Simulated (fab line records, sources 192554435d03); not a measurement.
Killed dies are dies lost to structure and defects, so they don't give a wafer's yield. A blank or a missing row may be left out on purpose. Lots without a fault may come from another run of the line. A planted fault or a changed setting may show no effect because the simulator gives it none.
A struck lot beside a sound one | flow n5_finfet | 14 steps out of a route of 1938
Sound: wafers L872.1, L872.2, L872.5. Struck: wafer L882.2. (L882.3, L882.5 of the same lot were not struck and are left out.) The cause comes at the end.
At each step with rows: each side's tool, then ch and its chambers, then its first start. Under that, the readings that differ: sound wafers | struck wafers | difference of the means | sigmas: that difference in standard deviations of wafers without a fault.
alike: readings whose means differ by less than 2 such deviations, and words and numbers that are the same on both sides. not compared: withheld readings, readings that some wafer has no value for, bounds like >300 that may hide the same value, and numbers for which the record gives no deviation and whose values overlap.
The two part at a step that has a row with sigmas, a row that says differs or no value, or rows on one side only. Numbers that don't overlap but have no deviation are shown without sigmas and don't part them. A reading that every wafer of one side lacks parts them only if that side has two wafers or more.

N5_BEOL_M12_OCD_MEAS_35:
  sound on ocd-02, day 11 02:25; struck on ocd-02, day 13 07:05
  alike: trench_depth_nm
then, 1 step without rows for these wafers: N5_BEOL_M12_STRIP_37 (strips in N2/H2).
N5_BEOL_M12_ETCH_38: etches SiCN in CF4/N2, target depth 68.7 nm, time 73.4 s.
  sound on rie_diel-06 ch 0,1,2, day 11 03:56; struck on rie_diel-04 ch 3, day 13 09:46
  alike: bias_w, chamber_pressure_mTorr, drypump_motor_current_A, oes_product_au, rf_vpp_V, showerhead_plenum_p_Torr, throttle_valve_pct
  not compared: rf_hours_counter_h
then, 2 steps without rows for these wafers: N5_BEOL_M12_PRECLEAN_39 (cleans in residue remover, time 60 s); N5_BEOL_M12_SRD_40 (time 30 s, dry time 30 s).
N5_BEOL_M12_DEGAS_41: time 60 s.
  sound on pvd_sputter-02, day 11 04:29; struck on pvd_sputter-03, day 13 10:19
  alike: heater_power_w
N5_BEOL_M12_PRE_CLEAN_42: time 30 s.
  sound on pvd_sputter-02, day 11 04:32; struck on pvd_sputter-03, day 13 10:22
  alike: heater_power_w
then, 1 step without rows for these wafers: N5_BEOL_M12_SPUTTER_43 (material TaN, target thk 15 nm, time 24.19 s).
N5_BEOL_M12_SPUTTER_44: material Ta, target thk 10 nm, time 16.13 s.
  sound on pvd_sputter-02, day 11 04:39; struck on pvd_sputter-03, day 13 10:29
  alike: chamber_pressure_pa, throttle_valve_pct
then, 2 steps without rows for these wafers: N5_BEOL_M12_SPUTTER_45 (material Cu, target thk 80 nm, time 13.33 s); N5_BEOL_M12_ECD_47 (material Cu, target thk 720 nm).
N5_BEOL_M12_ANNEAL_48: time 90 s.
  sound on rtp_anneal-02 ch 0, day 11 04:59; struck on rtp_anneal-01 ch 0, day 13 11:11
  alike: anneal_temp_c_max, wafer_temp_C_max
N5_BEOL_M12_CMP_49: polishes, stops on SiOC, t overpolish 20.6 s, target thk 320 nm.
  sound on cmp-01 ch 0,3, day 11 05:17; struck on cmp-01 ch 0, day 13 11:26
  reading                      | sound                | struck | difference | sigmas
  barrier_field_endpoint_s (s) | 28.8 30.3 30.2       | 27.8   | -2.0       | -2
  head_pressure_psi (psi)      | 1.0003 0.9990 1.0005 | 1.0880 | +0.0881    | +40
  alike: edge_zone_pressure_frac, motor_current_A, overpolish_run_s, retaining_ring_pressure_frac, slurry_flow_ml_min
N5_PASSIVATION_PROBE_49:
  the record has rows for the struck wafers here (prober-02, day 14 23:31) and none for the sound ones

WHERE THEY PART
First at N5_BEOL_M12_CMP_49; last, within this record, at N5_PASSIVATION_PROBE_49.

WHY: what the simulator had put in
Process parameter drift: cmp-01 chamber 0, from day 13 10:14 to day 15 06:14, at N5_BEOL_M12_CMP_49. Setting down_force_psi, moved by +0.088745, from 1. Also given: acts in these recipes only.
